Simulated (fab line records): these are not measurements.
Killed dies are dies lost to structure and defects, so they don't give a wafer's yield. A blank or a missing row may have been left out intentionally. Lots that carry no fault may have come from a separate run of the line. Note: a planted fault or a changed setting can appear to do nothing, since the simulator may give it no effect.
One fault through the eyes of 2 desks -- flow n5Finfet -- only its own numbers are on each desk; what lay behind them is given at the end

THE TOOL OWNER'S DESK: pecvd-03
The tool's own readings at N5_BEOL_M12_ILD_DEP_00 (deposits SiOC from DEMS/O2, target thk 658.92 nm, time 130.7 s): means of the sampled wafers that have a number, for each lot that ran on this tool. The brackets show how far a lot's mean lies from the usual mean; more than 4 standard deviations puts the lot out of limits, marked OUT.
Columns: A = heaterPowerOuterW at N5_BEOL_M12_ILD_DEP_00, usual 278 W; B = heaterPowerW at N5_BEOL_M12_ILD_DEP_00, usual 498 W; C = runLengthS at N5_BEOL_M12_ILD_DEP_00, usual 175.3 s; D = showerheadPlenumPTorr at N5_BEOL_M12_ILD_DEP_00, usual 5.702 Torr; E = throttleValvePct at N5_BEOL_M12_ILD_DEP_00, usual 11.8 %
lot,first seen here,A,B,C,D,E
L118,day 11 12:21,266,524,286.8 (+99 or more) OUT,5.713,11.7
L133,day 15 17:33,246,486,175.6,5.718,11.5
This desk's verdict: out of limits on L118, starting with L118 at day 11 12:21 (runLengthS at N5_BEOL_M12_ILD_DEP_00). In limits: L133.

AT THE METROLOGY DESK
What the gauges read, lot by lot, whatever tool the lot ran on: means of the sampled wafers that have a number. The brackets show how far a lot's mean lies from the usual mean; more than 4 standard deviations puts the lot out of limits, marked OUT.
Columns: A = M12_ILD_THK at N5_BEOL_M12_THK_MEAS_01, usual 652 nm; B = cdNm at N5_BEOL_M12_CD_MEAS_17, usual 140.3 nm
lot,first seen here,A,B
L118,day 11 12:29,1213 (+72) OUT,154.1 (+6.9) OUT
L131,day 15 17:08,664,139.3
L133,day 15 17:44,662,140.3
This desk finds L118 out of limits, with the earliest case on L118 at day 11 12:29 (M12_ILD_THK at N5_BEOL_M12_THK_MEAS_01). In limits: L131, L133.

TAKEN TOGETHER
The tool owner's desk could have raised an alarm at day 11 12:21, on L118.
L118 would have let the metrology desk raise an alarm at day 11 12:29.
Of the lots named, all ran N5_BEOL_M12_ILD_DEP_00 on pecvd-03.

WHAT WAS PUT IN BY THE SIMULATOR
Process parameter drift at N5_BEOL_M12_ILD_DEP_00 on pecvd-03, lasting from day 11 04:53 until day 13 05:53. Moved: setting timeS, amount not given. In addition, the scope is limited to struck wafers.
Shown lots that were struck: L118.
Delay (hours) between the fault's onset and each desk's first out-of-limits reading: 7 at the tool owner's desk, 8 at the metrology desk.
